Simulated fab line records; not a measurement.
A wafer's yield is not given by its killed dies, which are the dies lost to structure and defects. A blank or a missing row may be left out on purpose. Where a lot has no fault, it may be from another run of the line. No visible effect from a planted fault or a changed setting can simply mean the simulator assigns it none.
Comparing a struck lot with a sound one | flow n5 finfet | 39 out of 1938 route steps
Sound: wafers L101.2, L101.3, L101.6. Struck: wafer L114.5. (L114.1 of the same lot was not struck and is left out.) The cause comes at the end.
Each step with rows lists, per side, the tool, then ch with its chambers, then its first start. Under that, the readings that differ: sound wafers | struck wafers | difference of the means | sigmas: that difference in standard deviations of wafers without a fault.
alike: a reading whose means differ by less than 2 such deviations, as well as words and numbers matching on both sides. not compared: withheld readings; readings where some wafer has no value; bounds like >300 that might hide an equal value; numbers whose values overlap and for which the record gives no deviation.
The two part at a step that has a row with sigmas, a row that says differs or no value, or rows on one side only. Numbers that don't overlap but have no deviation are shown without sigmas and don't part them. Lack of a reading on every wafer of one side parts them only where that side has two or more wafers.

first, 9 steps without rows for these wafers: N5_BEOL_M4_ANNEAL_95 (time 240 s); N5_BEOL_M4_SPUTTER_96 (material Cu, target thk 4.5 nm, time 8.29 s); N5_BEOL_M4_ECD_50 (material Cu, target thk 300 nm); N5_BEOL_M4_ANNEAL_51 (time 90 s); N5_BEOL_M4_CMP_52 (polishes, stops on SiOC, t overpolish 6.8 s, target thk 40 nm); N5_BEOL_M4_PRE_CLEAN_60 (time 15 s); N5_BEOL_M4_CO_CAP_55 (material Co, precursor CCTBA/H2, target thk 2 nm, time 102.1 s); N5_BEOL_M4_PRE_CLEAN_56 (time 15 s); N5_BEOL_M4_DEP_57 (deposits SiCN from 3MS/NH3, target thk 8 nm, time 14 s).
N5_BEOL_M4_RC_MEAS_101:
  sound on prober-01 ch 0, day 10 00:03; struck on prober-01 ch 0, day 14 10:40
  alike: DIBL_N, DIBL_P, IOFF_N, IOFF_P, ION_N, ION_P, SS_N, SS_P, VT_N, VT_P
then, 24 steps without rows for these wafers: N5_BEOL_M5_ILD_DEP_00 (deposits SiCOH lowk from DEMS/porogen, target thk 140.64 nm, time 25.9 s); N5_BEOL_M5_CURE_79 (cures SiCOH lowk, time 240 s); N5_BEOL_M5_PECVD_70 (deposits SiO2 from TEOS/O2, target thk 16 nm, time 18 s); N5_BEOL_M5_HM_DEP_02 (deposits TiN, target thk 20 nm); N5_BEOL_M5_COAT_59 (time 60 s, resist thk 60 nm); N5_BEOL_M5_COAT_60 (time 60 s, resist thk 12 nm); N5_BEOL_M5_COAT_71 (time 60 s, resist thk 5 nm); N5_BEOL_M5_COAT_05 (resist thk 30 nm); N5_BEOL_M5_EBR_07; N5_BEOL_M5_SOFTBAKE_06 (time 60 s); N5_BEOL_M5_EXPOSE_08 (exposes mask M5, target cd 28 nm); N5_BEOL_M5_PEB_09 (peb time 60 s); N5_BEOL_M5_DEVELOP_10 (develop time 30 s); N5_BEOL_M5_DESCUM_16 (chemistry O2, time 7 s); N5_BEOL_M5_ETCH_72 (etches underlayer in N2/H2, target depth 6.5 nm, time 5.2 s); N5_BEOL_M5_ETCH_61 (etches SiARC in CF4, target depth 15.6 nm, time 26 s); N5_BEOL_M5_ETCH_62 (etches SOC in N2/H2, target depth 75 nm, overetch 15 nm, time 112.5 s); N5_BEOL_M5_STRIP_63 (strips in N2/H2); N5_BEOL_M5_STRIP_73 (strips in N2/H2); N5_BEOL_M5_STRIP_64 (strips in CF4); N5_BEOL_M5_HM_OPEN_17 (chemistry Cl2/BCl3, target TiN, target depth 20 nm, overetch 6 nm); N5_BEOL_M5_STRIP_19 (strips in O2); N5_BEOL_M5_COAT_65 (time 60 s, resist thk 60 nm); N5_BEOL_M5_COAT_66 (time 60 s, resist thk 12 nm).
N5_BEOL_M8_HM_DEP_02: deposits TiN, target thk 20 nm.
  sound on pvd sputter-01, day 11 08:43; struck on pvd sputter-01, day 15 21:33
  reading                                    | sound          | struck | difference | sigmas
  model.TiN_of_BEOL_M8_HM_DEP_02.thk nm (nm) | 20.4 20.2 20.2 | 28.6   | +8.3       |
  alike: substrate temp c, throttle valve pct
N5_BEOL_M8_HM_OPEN_17: chemistry Cl2/BCl3, target TiN, target depth 20 nm, overetch 6 nm.
  sound on rie metal-01 ch 0,1, day 11 09:35; struck on rie metal-02 ch 0, day 15 22:29
  reading                     | sound             | struck | difference | sigmas
  drypump motor current A (A) | 5.0 5.0 5.5       | 6.4    | +1.2       | +2
  oes product au (a.u.)       | 0.67 0.66 0.67    | 0.87   | +0.20      | +4
  model.etch.depth nm (nm)    | 20.49 20.25 20.22 | 26.28  | +5.96      |
  alike: throttle valve pct
  not compared: rf hours counter h
N5_BEOL_M8_TRENCH_ETCH_37: etches SiCOH lowk in C4F6/O2, target depth 93.478 nm, time 31.2 s.
  sound: rie diel-01 ch 0,1,3; struck: rie diel-01 ch 3
  reading                                    | sound          | struck | difference | sigmas
  model.TiN_of_BEOL_M8_HM_DEP_02.thk nm (nm) | 17.8 17.6 17.6 | 25.8   | +8.1       |
  alike: O2_flow_sccm, drypump motor current A, oes product au, rf vpp V, showerhead plenum p Torr, throttle valve pct
  not compared: rf hours counter h
N5_BEOL_M8_OCD_MEAS_38:
  sound on ocd-01, day 11 12:04; struck on ocd-02, day 15 23:51
  reading              | sound          | struck | difference | sigmas
  trench depth nm (nm) | 95.6 92.7 90.7 | 56.1   | -36.9      | -20
-- record jumps: 3 days separate the struck wafers' starts on either side; left off in module BEOL_M8, taken up again in module PASSIVATION, whose first shown step is the route's number 1936 --
N5_PASSIVATION_PROBE_49:
  sound on prober-01, day 14 03:43; struck on prober-02, day 19 02:52
  reading                  | sound          | struck | difference | sigmas
  defect limited yield (%) | 90.0 89.8 92.0 | 56.4   | -34.2      | -24
  killed_at_M4_up          | 9 28 14        | 444    | +427       | +78
  killed dies              | 118 120 94     | 514    | +403       | +24
  killed on rim            | 26 13 6        | 57     | +42        | +10
  killed open              | 77 75 62       | 44     | -27        | -2
  sort_bin_5_function (%)  | 5.7 6.0 5.2    | 40.4   | +34.8      | +36
  sort n pass              | 1062 1060 1086 | 666    | -403       | -24
  sort yield pct (%)       | 90.0 89.8 92.0 | 56.4   | -34.2      | -24
  alike: killed_at_M0_to_M3, killed at contacts, killed at front end, killed at other, killed short, sort_bin_6_memory

WHERE THEY PART
Earliest at N5_BEOL_M8_HM_OPEN_17; latest, in this record, at N5_PASSIVATION_PROBE_49.

WHY: what had been put in by the simulator
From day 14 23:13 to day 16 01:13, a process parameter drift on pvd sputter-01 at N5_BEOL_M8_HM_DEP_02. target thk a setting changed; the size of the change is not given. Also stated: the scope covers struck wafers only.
